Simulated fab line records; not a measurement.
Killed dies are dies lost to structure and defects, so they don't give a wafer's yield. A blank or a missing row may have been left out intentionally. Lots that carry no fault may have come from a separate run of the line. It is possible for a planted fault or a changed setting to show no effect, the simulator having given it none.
fab line records | flow nand_harc
record lots=7 | wafers=19 | last_day=24
route steps=1159 shown A_WL_FILL@811 END@1159
lots with no fault: from the same line, run without faults
start_h: hours from the record's opening day to when the first of the lot's shown wafers began | wait_h: hours elapsed since this lot's preceding step | " as in the row above | L1.1+2: a single row standing in for several wafers | - no value, or no start given | * or withheld: withheld | < > ~ a bound
route shown NAME@n: names a module that has steps shown in the file, with the first one's number in the route | usual: mean and standard deviation over wafers with no fault | same: alike in all rows | chamber/n: place in a boat | sites: each site's reading | _std_site: the standard deviation of these | _edge_site: mean of outer sites minus mean of inner sites | radius_mm: how far each site lies from the wafer's centre | mask NAME#n: copy n | behind: the most recent tool/chamber to have shaped the wafer | hold: why the lot was held/for how many hours/how that ended | device: the n, p or np transistor that did not switch | end of line: the tests these same wafers got at the end of their route | a step without rows: its recipe alone | killed: dies lost to structure and defects at the first sort, not the wafer's yield | map: the dies of a wafer, with x for killed, . for not killed, _ for no die there
set.NAME: the setting that was run; set.NAME@STEP: the one run at that earlier step | model.NAME: the simulator's own value behind a step, which no gauge read
lots at some steps of the route; a table a step, a row a wafer
services: a tool's chamber out of use, with start hour (start_h, from the record's first day; less than 0 if before it), hours out, and reason
## steps
# step NHARC_A_WL_FILL_ALD_02
# recipe target_thk_a=20 | pulse_time_s=3 | ald_cycles=100 | temp_c=450 | material=TiN
# usual heater_power_w=1090/110 | precursor_pulse_height_rel=0.997/0.02
lot.wafer | tool         | chamber | start_h | wait_h | heater_power_w | precursor_pulse_height_rel
L150.4    | ald_metal-01 | 1       | 348.61  | 0.1    | 1215           | 1.022
L150.1    | "            | 3       | "       | "      | 1066           | 0.951
L150.2    | "            | 0       | "       | "      | 1100           | 0.985
L156.1    | ald_metal-02 | 0       | 380.74  | 0.2    | 875            | 0.988
L156.5    | "            | 3       | "       | "      | 1149           | 0.957
L156.6    | "            | 0       | "       | "      | 896            | 0.998
L158.3    | ald_metal-02 | 2       | 391.58  | 0.1    | 1242           | 1.014
L158.2    | "            | 0       | "       | "      | 869            | 0.982
L158.4    | "            | 3       | "       | "      | 1129           | 1.003
L167.2    | ald_metal-02 | 2       | 429.65  | 0.2    | 1233           | 1.004
L167.6    | "            | 0       | "       | "      | 886            | 0.985
L166.2    | ald_metal-01 | 3       | 438.05  | 0.2    | 1055           | 1.020
L166.6    | "            | 3       | "       | "      | 1069           | 0.981
L170.1    | ald_metal-01 | 1       | 440.98  | 0.2    | 1210           | 0.988
L170.4    | "            | 3       | "       | "      | 1071           | 0.991
L170.3    | "            | 0       | "       | "      | 1043           | 0.975
L172.4    | ald_metal-01 | 1       | 475.48  | 0.1    | 1175           | 1.013
L172.2    | "            | 2       | "       | "      | 1008           | 0.973
L172.3    | "            | 3       | "       | "      | 1018           | 1.017
# step NHARC_A_WL_FILL_CVD_03
# recipe target_thk_a=400 | temp_c=300 | pressure_torr=40 | wf6_flow_sccm=40 | h2_flow_sccm=1600 | ar_flow_sccm=1560 | time_s=3302 | material=W
# step NHARC_A_WL_FILL_ETCHBACK_04
# recipe target_depth_a=600 | time_s=120 | chemistry=NF3
# usual drypump_motor_current_A=6.1/0.34 | oes_product_au=0.993/0.0085 | run_length_s=141.3/0.33
lot.wafer | tool         | chamber | start_h | wait_h | drypump_motor_current_A | oes_product_au | rf_hours_counter_h | run_length_s
L150.2    | rie_metal-02 | 1       | 353.07  | 2.4    | 6.7                     | 0.972          | 3.8                | 140.8
L150.1    | "            | 0       | "       | "      | 6.4                     | 1.003          | 3.8                | 141.4
L150.4    | "            | 1       | "       | "      | 6.7                     | 0.982          | -                  | 141.2
L156.1    | rie_metal-03 | 1       | 390.14  | 2.9    | 5.9                     | 0.986          | 2.8                | 142.1
L156.6    | "            | 1       | "       | "      | 5.9                     | 0.984          | -                  | 141.6
L156.5    | "            | 0       | "       | "      | 5.8                     | 0.982          | -                  | 141.2
L158.2    | rie_metal-03 | 1       | 401.07  | 2.4    | 5.8                     | 0.990          | 3.1                | 141.9
L158.3    | "            | 0       | "       | "      | 5.8                     | 0.991          | -                  | 141.5
L158.4    | "            | 1       | "       | "      | 5.8                     | 0.984          | -                  | 141.5
L167.2    | rie_metal-03 | 0       | 437.35  | 2.4    | 5.8                     | 0.998          | 4.1                | 141.3
L167.6    | "            | 1       | "       | "      | 5.8                     | 0.992          | -                  | 141.6
L166.2    | rie_metal-03 | 1       | 444.66  | 4.2    | 5.8                     | 0.993          | 4.4                | 141.6
L166.6    | "            | 1       | "       | "      | 5.8                     | 0.991          | -                  | 141.8
L170.1    | rie_metal-01 | 1       | 447.48  | 2.4    | 6.2                     | 0.999          | 2.6                | 141.3
L170.3    | "            | 0       | "       | "      | 6.0                     | 0.993          | -                  | 141.3
L170.4    | "            | 1       | "       | "      | 6.2                     | 0.998          | -                  | 141.4
L172.2    | rie_metal-02 | 1       | 482.72  | 2.9    | 6.7                     | 0.994          | 2.4                | 140.5
L172.4    | "            | 1       | "       | "      | 6.7                     | 0.987          | -                  | 140.6
L172.3    | "            | 0       | "       | "      | 6.4                     | 0.996          | -                  | 141.5
# step NHARC_A_WL_FILL_ETCHBACK_05
# recipe target_depth_a=220 | time_s=60 | temp_c=40 | chemistry=Cl2/BCl3
# step NHARC_A_WL_FILL_STRIP_27
# recipe power_w=1500 | temp_c=250 | time_s=20 | chemistry=N2/H2
# usual drypump_motor_current_A=5.71/0.29 | heater_power_w=333/39
lot.wafer | tool            | chamber | start_h | wait_h | drypump_motor_current_A | heater_power_w | rf_hours_counter_h
L150.2    | plasma_asher-01 | 1       | 353.45  | 0.1    | 5.46                    | 324            | 29
L150.1    | "               | 0       | "       | "      | 5.69                    | 312            | 29
L150.4    | "               | 0       | "       | "      | 5.72                    | 304            | -
L156.1    | plasma_asher-01 | 0       | 390.71  | 0.3    | 5.75                    | 304            | 44
L156.5    | "               | 1       | "       | "      | 5.38                    | 322            | -
L156.6    | "               | 0       | "       | "      | 5.74                    | 311            | -
L158.2    | plasma_asher-01 | 0       | 401.41  | 0.1    | 5.71                    | 309            | 46
L158.4    | "               | 0       | "       | "      | 5.68                    | 299            | -
L158.3    | "               | 1       | "       | "      | 5.43                    | 327            | -
L167.2    | plasma_asher-01 | 1       | 437.78  | 0.2    | 5.43                    | 319            | 58
L167.6    | "               | 0       | "       | "      | 5.73                    | 309            | -
L166.2    | plasma_asher-01 | 0       | 445.05  | 0.1    | 5.73                    | 306            | 62
L166.6    | "               | 0       | "       | "      | 5.66                    | 296            | -
L170.1    | plasma_asher-01 | 1       | 447.85  | 0.1    | 5.42                    | 315            | 63
L170.4    | "               | 0       | "       | "      | 5.73                    | 308            | -
L170.3    | "               | 1       | "       | "      | 5.42                    | 321            | -
L172.2    | plasma_asher-01 | 0       | 483.13  | 0.1    | 5.74                    | 304            | 6
L172.4    | "               | 1       | "       | "      | 5.41                    | 298            | -
L172.3    | "               | 0       | "       | "      | 5.73                    | 302            | -
# step NHARC_A_WL_FILL_STRIP_28
# recipe time_s=1200 | temp_c=72.5 | chemistry=post_etch_residue_remover
# step NHARC_A_WL_FILL_PRECLEAN_06
# recipe time_s=300 | chemistry=DIW
# step NHARC_A_WL_FILL_SRD_07
# step NHARC_A_WL_FILL_ANNEAL_08
# recipe temp_c=450 | time_s=1800
# step NHARC_A_WL_FILL_ALD_10
# recipe target_thk_a=500 | pulse_time_s=10 | ald_cycles=500 | temp_c=300 | material=SiO2
# usual heater_power_w=464/37 | precursor_pulse_height_rel=0.996/0.02
lot.wafer | tool      | chamber | start_h | wait_h | heater_power_w | precursor_pulse_height_rel
L150.1    | ald_hk-04 | 2       | 358.52  | 0.1    | 485            | 1.005
L150.2    | "         | 3       | "       | "      | 439            | 0.994
L150.4    | "         | 1       | 360.06  | 1.6    | 468            | 0.989
L156.1    | ald_hk-02 | 2       | 394.21  | 0.1    | 428            | 1.011
L156.6    | "         | 2       | 396.29  | 2.1    | 446            | 0.986
L156.5    | "         | 3       | "       | "      | 450            | 0.977
L158.3    | ald_hk-02 | 3       | 407.16  | 0.6    | 474            | 1.007
L158.4    | "         | 0       | "       | "      | 442            | 0.957
L158.2    | "         | 1       | "       | "      | 455            | 0.995
L167.2    | ald_hk-02 | 3       | 440.10  | 0.1    | 459            | 0.984
L167.6    | "         | 0       | 442.68  | 2.6    | 440            | 0.981
L170.4    | ald_hk-04 | 3       | 450.55  | 0.4    | 411            | 0.979
L170.3    | "         | 0       | "       | "      | 458            | 1.009
L170.1    | "         | 2       | 452.11  | 1.9    | 505            | 0.999
L166.2    | ald_hk-03 | 2       | 451.78  | 1.6    | 550            | 0.979
L166.6    | "         | 3       | "       | "      | 423            | 1.009
L172.4    | ald_hk-03 | 2       | 487.05  | 1.6    | 548            | 1.006
L172.3    | "         | 0       | 488.09  | 2.7    | 450            | 1.009
L172.2    | "         | 1       | "       | "      | 507            | 1.014
# step NHARC_A_WL_FILL_ETCHBACK_16
# recipe target_depth_a=880 | time_s=17.6 | c4f8_flow_sccm=withheld | o2_flow_sccm=8 | ar_flow_sccm=withheld | rf_w=600 | bias_w=800 | chemistry=C4F8/O2/Ar
# usual oes_product_au=0.994/0.024 | rf_vpp_V=723/4 | run_length_s=38.9/0.43
lot.wafer | tool        | chamber | start_h | wait_h | oes_product_au | rf_hours_counter_h | rf_vpp_V | run_length_s
L150.2    | rie_diel-03 | 3       | 363.19  | -      | 0.998          | 3.8                | 724      | 39.0
L150.1    | "           | 1       | "       | "      | 1.002          | 3.7                | 724      | 39.4
L150.4    | "           | 2       | "       | "      | 0.986          | -                  | 730      | 38.5
L156.1    | rie_diel-12 | 0       | 398.88  | -      | 1.020          | 0.8                | 729      | 38.3
L156.6    | "           | 3       | "       | "      | 0.997          | -                  | 723      | 38.7
L156.5    | "           | 0       | "       | "      | 1.022          | -                  | 728      | 38.5
L158.2    | rie_diel-03 | 0       | 411.27  | -      | 0.999          | 0.2                | 725      | 39.6
L158.3    | "           | 2       | "       | "      | 0.984          | 0.2                | 729      | 38.8
L158.4    | "           | 3       | "       | "      | 0.994          | 0.2                | 725      | 38.9
L167.2    | rie_diel-12 | 0       | 444.73  | -      | 1.006          | 4.0                | 726      | 28.0
L167.6    | "           | 1       | "       | "      | 1.006          | -                  | 721      | 40.0
L166.2    | rie_diel-12 | 0       | 454.91  | -      | 1.023          | 4.2                | 728      | 28.0
L166.6    | "           | 1       | "       | "      | 1.017          | -                  | 722      | 39.6
L170.4    | rie_diel-12 | 0       | 455.22  | -      | 1.020          | 4.2                | 728      | 27.7
L170.3    | "           | 1       | "       | "      | 0.998          | 4.2                | 721      | 39.4
L170.1    | "           | 3       | "       | "      | 0.999          | 4.4                | 723      | 38.8
L172.4    | rie_diel-04 | 1       | 491.72  | -      | 0.995          | 0.6                | 725      | 39.3
L172.3    | "           | 3       | "       | "      | 0.986          | 0.4                | 729      | 38.3
L172.2    | "           | 0       | "       | "      | 0.996          | 0.6                | 716      | 39.1
# step NHARC_A_WL_FILL_STRIP_29
# recipe time_s=20 | o2_flow_sccm=500 | ar_flow_sccm=0 | bias_w=0 | chemistry=O2
# usual drypump_motor_current_A=5.7/0.46 | oes_product_au=1.000/0.01 | rf_vpp_V=57.8/0.92 | showerhead_plenum_p_Torr=3.53/0.14 | throttle_valve_pct=17.036/0.009
lot.wafer | tool        | chamber | start_h | wait_h | drypump_motor_current_A | oes_product_au | rf_hours_counter_h | rf_vpp_V | showerhead_plenum_p_Torr | throttle_valve_pct
L150.1    | rie_diel-03 | 1       | 363.29  | 0.1    | 6.0                     | 1.005          | 3.7                | 57.8     | 3.51                     | 17.015
L150.2    | "           | 2       | "       | "      | 6.4                     | 0.999          | 3.7                | 58.3     | 3.75                     | 17.030
L150.4    | "           | 3       | "       | "      | 5.1                     | 1.003          | 3.8                | 56.9     | 3.56                     | 17.023
L156.1    | rie_diel-12 | 3       | 398.96  | 0.1    | 5.6                     | 1.001          | 0.7                | 58.3     | 3.53                     | 17.027
L156.5    | "           | 3       | "       | "      | 5.6                     | 0.999          | -                  | 58.7     | 3.53                     | 17.046
L156.6    | "           | 0       | "       | "      | 4.9                     | 1.012          | -                  | 58.2     | 3.68                     | 17.036
L158.3    | rie_diel-03 | 0       | 411.36  | 0.1    | 5.5                     | 0.988          | 0.2                | 58.9     | 3.57                     | 17.036
L158.2    | "           | 1       | "       | "      | 6.0                     | 0.996          | 0.2                | 57.5     | 3.51                     | 17.044
L158.4    | "           | 2       | "       | "      | 6.3                     | 1.004          | 0.3                | 57.8     | 3.75                     | 17.051
L167.2    | rie_diel-12 | 0       | 444.83  | 0.1    | 4.9                     | 1.023          | 4.0                | 58.7     | 3.68                     | 17.038
L167.6    | "           | 3       | "       | "      | 5.6                     | 1.008          | -                  | 58.9     | 3.53                     | 17.032
L166.2    | rie_diel-12 | 3       | 454.98  | 0.1    | 5.5                     | 1.008          | 4.4                | 56.8     | 3.53                     | 17.026
L166.6    | "           | 1       | "       | "      | 6.0                     | 1.014          | -                  | 57.6     | 3.47                     | 17.029
L170.4    | rie_diel-12 | 2       | 455.32  | 0.1    | 6.2                     | 1.000          | 4.1                | 57.9     | 3.47                     | 17.035
L170.1    | "           | 3       | "       | "      | 5.5                     | 0.999          | 4.4                | 57.4     | 3.53                     | 17.027
L170.3    | "           | 0       | "       | "      | 4.9                     | 1.009          | 4.2                | 57.7     | 3.68                     | 17.044
L172.2    | rie_diel-04 | 3       | 491.82  | 0.1    | 6.3                     | 0.973          | 0.4                | 57.7     | 3.77                     | 17.050
L172.3    | "           | 0       | "       | "      | 5.2                     | 0.985          | 0.7                | 57.1     | 3.31                     | 17.036
L172.4    | "           | 1       | "       | "      | 5.7                     | 0.989          | 0.6                | 56.9     | 3.58                     | 17.036
# step NHARC_END_SORT_01
# recipe temp_c=25
# usual killed_at_array=29/11 | killed_at_other=0.7/1.1 | killed_at_periphery=3.1/2 | killed_dies=33/11 | killed_open=3.5/1.8 | killed_short=2.0/1.4
# same gross_dies=677
lot.wafer | tool      | chamber | start_h | wait_h | killed_at_array | killed_at_other | killed_at_periphery | killed_dies | killed_open | killed_short
L150.1    | prober-02 | 0       | 476.18  | 2.5    | 19              | 1               | 4                   | 24          | 3           | 1
L150.2    | prober-02 | 0       | 476.99  | 2.8    | 18              | 0               | 3                   | 21          | 5           | 0
L150.4    | prober-02 | 0       | 478.60  | 3.4    | 14              | 1               | 3                   | 18          | 2           | 1
L158.2    | prober-01 | 0       | 505.23  | 2.8    | 38              | 3               | 2                   | 43          | 3           | 1
L158.3    | prober-01 | 0       | 506.03  | 3.1    | 37              | 1               | 1                   | 39          | 4           | 0
L158.4    | prober-01 | 0       | 506.83  | 3.4    | 48              | 1               | 4                   | 53          | 3           | 3
L170.4    | prober-02 | 0       | 556.17  | 3.4    | 672             | 3               | 2                   | 677         | 4           | 1
L166.2    | prober-01 | 0       | 555.24  | 2.8    | 670             | 1               | 6                   | 677         | 2           | 3
L167.2    | prober-02 | 0       | 562.33  | 2.8    | 673             | 1               | 3                   | 677         | 5           | 1
L167.6    | prober-02 | 0       | 565.53  | 4.0    | 22              | 2               | 3                   | 27          | 3           | 4
# killed by level:class
L150.1 A_SLIT:chamber_film_flake=7 A_CONTACT:chamber_film_flake=5 P_M0:geometric_particle:open=3 A_CHANNEL_HOLE_D1:chamber_film_flake=3 A_STAIRCASE:chamber_film_flake=3 A_SGD_CUT:geometric_particle:short=1 P_ZERO_WELL:chamber_film_flake=1 THIN_TSV:chamber_film_flake=1
L150.2 A_SLIT:chamber_film_flake=8 A_CONTACT:chamber_film_flake=2 A_SOURCE_PLATE:geometric_particle:open=1 A_SGD_CUT:geometric_particle:open=1 A_BLC:geometric_particle:open=1 A_M0:geometric_particle:open=1 A_M1:geometric_particle:open=1 P_ZERO_WELL:chamber_film_flake=1
L150.4 A_SLIT:chamber_film_flake=5 A_CONTACT:chamber_film_flake=5 P_M1:geometric_particle:open=2 A_CHANNEL_HOLE_D1:chamber_film_flake=2 A_CHANNEL_HOLE_D1:geometric_particle:short=1 P_ZERO_WELL:chamber_film_flake=1 A_WL_FILL:chamber_film_flake=1 HYBRID_BOND:latent=1
L158.2 A_CHANNEL_HOLE_D1:chamber_film_flake=16 A_SLIT:chamber_film_flake=9 A_STAIRCASE:chamber_film_flake=6 THIN_TSV:chamber_film_flake=3 A_CONTACT:geometric_particle:open=2 P_GATE:chamber_film_flake=2 A_ZERO_WELL:chamber_film_flake=2 A_CONTACT:geometric_particle:short=1
L158.3 A_SLIT:chamber_film_flake=16 A_CHANNEL_HOLE_D1:chamber_film_flake=7 A_STAIRCASE:chamber_film_flake=5 A_ZERO_WELL:chamber_film_flake=2 A_BONDPAD:chamber_film_flake=2 P_M0:geometric_particle:open=1 A_CHANNEL_FILL_D1:geometric_particle:open=1 A_CONTACT:geometric_particle:open=1
L158.4 A_SLIT:chamber_film_flake=14 A_CHANNEL_HOLE_D1:chamber_film_flake=13 A_STAIRCASE:chamber_film_flake=8 P_GATE:chamber_film_flake=4 A_ZERO_WELL:chamber_film_flake=3 A_WL_FILL:chamber_film_flake=3 A_CONTACT:geometric_particle:open=2 A_CHANNEL_HOLE_D1:geometric_particle:short=1
L166.2 A_WL_FILL:area_etchback=629 A_CHANNEL_HOLE_D1:chamber_film_flake=18 A_SLIT:chamber_film_flake=13 P_ZERO_WELL:chamber_film_flake=3 A_STAIRCASE:chamber_film_flake=3 A_CONTACT:chamber_film_flake=3 P_GATE:chamber_film_flake=2 P_M1:geometric_particle:open=1
L170.4 A_WL_FILL:area_etchback=655 A_STAIRCASE:chamber_film_flake=9 THIN_TSV:chamber_film_flake=3 A_CHANNEL_HOLE_D1:chamber_film_flake=2 A_CONTACT:chamber_film_flake=2 P_CONTACT:geometric_particle:short=1 P_M0:geometric_particle:open=1 A_ONON_D1:geometric_particle:open=1
L167.2 A_WL_FILL:area_etchback=659 A_STAIRCASE:chamber_film_flake=4 P_GATE:chamber_film_flake=3 A_CHANNEL_HOLE_D1:chamber_film_flake=3 A_M0:geometric_particle:open=2 A_ONON_D1:geometric_particle:open=1 A_CHANNEL_FILL_D1:geometric_particle:open=1 A_WL_FILL:geometric_particle:short=1
L167.6 A_STAIRCASE:chamber_film_flake=7 A_CHANNEL_HOLE_D1:chamber_film_flake=5 A_WL_FILL:geometric_particle:short=2 P_GATE:chamber_film_flake=2 A_ZERO_WELL:chamber_film_flake=2 A_CONTACT:chamber_film_flake=2 THIN_TSV:chamber_film_flake=2 P_GATE:geometric_particle:short=1
# map L166.2 (x killed, . not)
____________x____________
_________xxxxxxx_________
_______xxxxxxxxxxx_______
______xxxxxxxxxxxxx______
_____xxxxxxxxxxxxxxx_____
____xxxxxxxxxxxxxxxxx____
____xxxxxxxxxxxxxxxxx____
___xxxxxxxxxxxxxxxxxxx___
___xxxxxxxxxxxxxxxxxxx___
__xxxxxxxxxxxxxxxxxxxxx__
__xxxxxxxxxxxxxxxxxxxxx__
_xxxxxxxxxxxxxxxxxxxxxxx_
_xxxxxxxxxxxxxxxxxxxxxxx_
_xxxxxxxxxxxxxxxxxxxxxxx_
_xxxxxxxxxxxxxxxxxxxxxxx_
_xxxxxxxxxxxxxxxxxxxxxxx_
xxxxxxxxxxxxxxxxxxxxxxxxx
xxxxxxxxxxxxxxxxxxxxxxxxx
xxxxxxxxxxxxxxxxxxxxxxxxx
xxxxxxxxxxxxxxxxxxxxxxxxx
xxxxxxxxxxxxxxxxxxxxxxxxx
_xxxxxxxxxxxxxxxxxxxxxxx_
_xxxxxxxxxxxxxxxxxxxxxxx_
_xxxxxxxxxxxxxxxxxxxxxxx_
_xxxxxxxxxxxxxxxxxxxxxxx_
_xxxxxxxxxxxxxxxxxxxxxxx_
__xxxxxxxxxxxxxxxxxxxxx__
__xxxxxxxxxxxxxxxxxxxxx__
___xxxxxxxxxxxxxxxxxxx___
___xxxxxxxxxxxxxxxxxxx___
____xxxxxxxxxxxxxxxxx____
____xxxxxxxxxxxxxxxxx____
_____xxxxxxxxxxxxxxx_____
______xxxxxxxxxxxxx______
_______xxxxxxxxxxx_______
_________xxxxxxx_________
____________x____________
# map L167.2 (x killed, . not)
____________x____________
_________xxxxxxx_________
_______xxxxxxxxxxx_______
______xxxxxxxxxxxxx______
_____xxxxxxxxxxxxxxx_____
____xxxxxxxxxxxxxxxxx____
____xxxxxxxxxxxxxxxxx____
___xxxxxxxxxxxxxxxxxxx___
___xxxxxxxxxxxxxxxxxxx___
__xxxxxxxxxxxxxxxxxxxxx__
__xxxxxxxxxxxxxxxxxxxxx__
_xxxxxxxxxxxxxxxxxxxxxxx_
_xxxxxxxxxxxxxxxxxxxxxxx_
_xxxxxxxxxxxxxxxxxxxxxxx_
_xxxxxxxxxxxxxxxxxxxxxxx_
_xxxxxxxxxxxxxxxxxxxxxxx_
xxxxxxxxxxxxxxxxxxxxxxxxx
xxxxxxxxxxxxxxxxxxxxxxxxx
xxxxxxxxxxxxxxxxxxxxxxxxx
xxxxxxxxxxxxxxxxxxxxxxxxx
xxxxxxxxxxxxxxxxxxxxxxxxx
_xxxxxxxxxxxxxxxxxxxxxxx_
_xxxxxxxxxxxxxxxxxxxxxxx_
_xxxxxxxxxxxxxxxxxxxxxxx_
_xxxxxxxxxxxxxxxxxxxxxxx_
_xxxxxxxxxxxxxxxxxxxxxxx_
__xxxxxxxxxxxxxxxxxxxxx__
__xxxxxxxxxxxxxxxxxxxxx__
___xxxxxxxxxxxxxxxxxxx___
___xxxxxxxxxxxxxxxxxxx___
____xxxxxxxxxxxxxxxxx____
____xxxxxxxxxxxxxxxxx____
_____xxxxxxxxxxxxxxx_____
______xxxxxxxxxxxxx______
_______xxxxxxxxxxx_______
_________xxxxxxx_________
____________x____________
## services
tool            | chamber | start_h | hours | kind
rie_diel-12     | 0       | 349.08  | 4.0   | repair
ald_metal-01    | 2       | 353.76  | 3.0   | repair
rie_diel-03     | 0       | 359.27  | 4.0   | repair
ald_metal-02    | -       | 364.00  | 10.0  | pm
ald_metal-01    | 3       | 371.13  | 13.7  | repair
rie_diel-12     | -       | 379.40  | 9.0   | pm
ald_metal-02    | -       | 382.65  | 0.7   | repair
rie_metal-02    | -       | 388.00  | 9.0   | pm
rie_diel-03     | 3       | 388.05  | 6.0   | repair
ald_metal-02    | 1       | 388.33  | 58.0  | repair
rie_diel-12     | 2       | 389.20  | 6.1   | repair
rie_diel-03     | -       | 392.30  | 9.0   | pm
rie_diel-12     | 0       | 425.18  | 3.9   | repair
ald_metal-01    | 0       | 435.70  | 4.7   | repair
rie_diel-12     | 2       | 446.16  | 5.8   | repair
rie_diel-04     | 1       | 452.88  | 3.2   | repair
rie_metal-03    | -       | 453.00  | 9.0   | pm
plasma_asher-01 | -       | 453.60  | 9.0   | pm
ald_metal-01    | -       | 457.58  | 0.9   | repair
ald_hk-02       | -       | 458.00  | 10.0  | pm
rie_diel-03     | 2       | 462.23  | 4.5   | repair
rie_diel-04     | -       | 465.90  | 9.0   | pm
rie_diel-04     | 3       | 478.02  | 9.2   | repair
ald_metal-02    | 1       | 488.84  | 20.7  | repair
## key
first_sign step=NHARC_A_WL_FILL_ETCHBACK_16 | reading=run_length_s | direction=down | sigmas=26 | usual=* | struck=*
effect step=NHARC_END_SORT_01 | reading=killed_dies | direction=up | sigmas=61 | usual=33 | struck=677
more_kills_born_at NHARC_A_WL_FILL_ETCHBACK_16@rie_diel-12=1943
met_at NHARC_A_WL_FILL_ETCHBACK_16
struck_wafers L166.2,L167.2,L170.4
later_rows_left_out L166.2,L167.2,L170.4
tester_left_out L166,L167,L170
onset_between 398.88 444.73
fault kind=process_parameter_drift | tool=rie_diel-12 | chamber=- | onset_h=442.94 | steps=NHARC_A_WL_FILL_ETCHBACK_16 | channel=time_s | offset=* | shape=step | end_h=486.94 | scope=struck_wafers_only | acts_in=* | stated=*
# tester_left_out: of these lots the tester's yield and bins aren't shown, on N5 and GAA mostly nor the transistor test; their killed dies are dies lost to structure and defects alone, not to doping, threshold or leakage, so they don't give the yield
# later_rows_left_out: the simulator's readings of these wafers behind a module that went badly wrong aren't trusted and aren't shown, but for the sort
